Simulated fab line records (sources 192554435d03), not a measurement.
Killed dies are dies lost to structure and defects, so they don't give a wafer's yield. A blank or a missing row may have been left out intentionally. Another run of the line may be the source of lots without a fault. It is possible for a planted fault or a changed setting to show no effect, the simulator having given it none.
8D (eight disciplines) problem report, filled in by code -- flow n5 finfet -- the parts of the form that need people (team, actions taken, sign-off) are left out

1. WHAT WENT WRONG
Mean M4_THK at N5_BEOL_M4_THK_MEAS_53: 144.9 nm over 6 wafers in 2 lots; fault-free wafers: 38.2 nm, standard deviation 2. Measured from the usual mean, that is +53 standard deviations.
The step: measures by xrf.
First observed at day 10 14:53: wafer L477.4, on film metro-01. The record holds 27 wafers of 9 lots with a number at this step. Rule for "out" (also "out of limits"): further than 4 standard deviations from the usual mean. The other wafers with a number count as sound.

2. WHAT IT IS, AND WHAT IT ISN'T
question,is,is not
which readings at this step,M4_THK,-
which lots,"L477, L478","L467, L472, L480, L484, L485, L488, L489"
which wafers of those lots,all that have a number,-
read on which gauges,film metro-01,film metro-02
when,from day 10 14:53,"up to then (6 sound wafers); but 15 sound wafers of L480, L484, L485, L488, L489 came after"

3. SUSPECTS, AND WHAT RULES EACH OUT
Counting: a tool at a process step up to the reading stays a suspect if it ran every lot that is out and no sound lot after the first of them.
- the gauge at N5_BEOL_M4_THK_MEAS_53: ruled out. All the wafers that are out were read on film metro-01, but those of them that N5_BEOL_M4_CMP_52 has rows for are out there too, on other tools.
- cmp-04 at N5_BEOL_M4_CMP_52 (polishes, stops on SiOC, t overpolish 6.8 s, target thk 40 nm): ruled out as a lasting fault. Sound lots L489 ran on it after its first lot that is out, L477 (day 10 14:43).
Left after counting: nothing in the record.

4. THE CAUSE (what the simulator had put in)
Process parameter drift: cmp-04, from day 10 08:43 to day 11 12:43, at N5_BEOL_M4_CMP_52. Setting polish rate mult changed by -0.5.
It was ruled out by counting, in error; the rule expects a fault to strike all lots run on its tool from its start on, and this fault did not.

5. THE CHAIN OF EFFECTS, in route order
Each row: a reading whose mean over the struck wafers that have a number lies more than 3 standard deviations from the usual. Only readings whose record carries a usual standard deviation are examined. hours: median over the lots of the time between each lot's start at the first step of this table that gives one and its start at this step. sigmas: the change, counted in usual standard deviations.
hours,step,reading,usual,on struck wafers,change,sigmas
0,N5_BEOL_M4_CMP_52,barrier field endpoint s,24.5 s,41.2,+16.7,+19
0,N5_BEOL_M4_CMP_52,overpolish run s,6.800 s,0.041,-6.759,-99 or more
0,N5_BEOL_M4_CMP_52,time to endpoint s,60 s,81,+21,+4.7
0,N5_BEOL_M4_THK_MEAS_53,M4_THK,38.2 nm,144.9,+106.7,+53
1,N5_BEOL_M4_INSPECT_59,raw defect count,75,5026,+4951,+99 or more
114,N5_PASSIVATION_PROBE_49,defect limited yield,91.2 %,0.0,-91.2,-57
114,N5_PASSIVATION_PROBE_49,killed_at_M4_up,13,1094,+1082,+99 or more
114,N5_PASSIVATION_PROBE_49,killed dies,104,1180,+1076,+57
114,N5_PASSIVATION_PROBE_49,killed on rim,14,152,+138,+33
114,N5_PASSIVATION_PROBE_49,sort n pass,1076,0,-1076,-57
Here are the process steps it includes:
- N5_BEOL_M4_CMP_52: polishes, stops on SiOC, t overpolish 6.8 s, target thk 40 nm.
- N5_PASSIVATION_PROBE_49

6. WHAT WOULD HAVE CAUGHT IT SOONER
In this record the first reading out of limits at a measuring or inspecting step was taken at day 10 14:53, 6 hours after the fault began at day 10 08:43.
At N5_BEOL_M4_CMP_52, the tool's own readings (barrier field endpoint s, overpolish run s, time to endpoint s) were out on each struck wafer the step has a row for, so an alarm limit on them would have fired on the first such wafer.
